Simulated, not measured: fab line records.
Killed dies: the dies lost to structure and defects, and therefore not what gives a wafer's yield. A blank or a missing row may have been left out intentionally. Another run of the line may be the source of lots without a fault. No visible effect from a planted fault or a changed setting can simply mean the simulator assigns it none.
Which tool is to blame?    flow n5_finfet    12 lots with 36 wafers sampled at 2 steps, on a route of 1938 steps

== WHAT THE GAUGES READ, wafer by wafer ==
N5_BEOL_M5_THK_MEAS_01.
lot   measured      on             M5_ILD_THK (nm)
L075  day 8 00:36   film_metro-02  118.0 118.8 120.3
L077  day 8 08:46   film_metro-02  116.0 119.3 119.5
L079  day 8 22:11   film_metro-01  117.5 120.1 124.4
L081  day 9 21:01   film_metro-02  120.9 120.7 120.9
L083  day 10 19:01  film_metro-01  120.1 119.7 121.6
L085  day 11 01:40  film_metro-01  121.6 121.0 122.5
L088  day 11 06:26  film_metro-02  120.1 120.5 122.1
L089  day 11 12:26  film_metro-02  120.6 122.4 122.8
L091  day 12 14:29  film_metro-02  118.8 120.6 121.1
L094  day 12 21:31  film_metro-01  119.5 121.0 121.7
L095  day 13 16:13  film_metro-02  117.9 118.3 120.0
L097  day 13 19:19  film_metro-01  119.3 121.7 123.3

== WHICH TOOL RAN EACH LOT (tool, then ch and the chambers of the sampled wafers, then the start) ==
lot   N5_BEOL_M4_ANNEAL_95
L075  pvd_sputter-01, day 7 21:49
L077  pvd_sputter-01, day 8 05:56
L079  pvd_sputter-02, day 8 19:24
L081  pvd_sputter-01, day 9 18:11
L083  pvd_sputter-03, day 10 16:08
L085  pvd_sputter-03, day 10 22:53
L088  pvd_sputter-01, day 11 03:32
L089  pvd_sputter-03, day 11 09:40
L091  pvd_sputter-02, day 12 11:26
L094  pvd_sputter-03, day 12 18:43
L095  pvd_sputter-03, day 13 12:41
L097  pvd_sputter-02, day 13 15:57
- N5_BEOL_M4_ANNEAL_95: time 240 s.

== THE ANSWER, worked out from the rows above alone ==
Rule: the usual values come from the lots themselves. Put in order of their means at a reading, lots are off if they are a third of the lots or fewer, leave a main group of 4 or more, and stand apart from it by a gap of 3 or more times the standard deviation of the main group's means; of several such gaps the widest counts. Not used: any main group whose means are identical at the precision the tables above print for the reading. Also off: a lot with no number at a reading for which 4 or more lots have one. Where the step has rows for the other lots, those lots are counted as sound.
Nothing can be told from this: no lot is off at any reading shown.

== WHAT HAD BEEN PUT IN BY THE SIMULATOR ==
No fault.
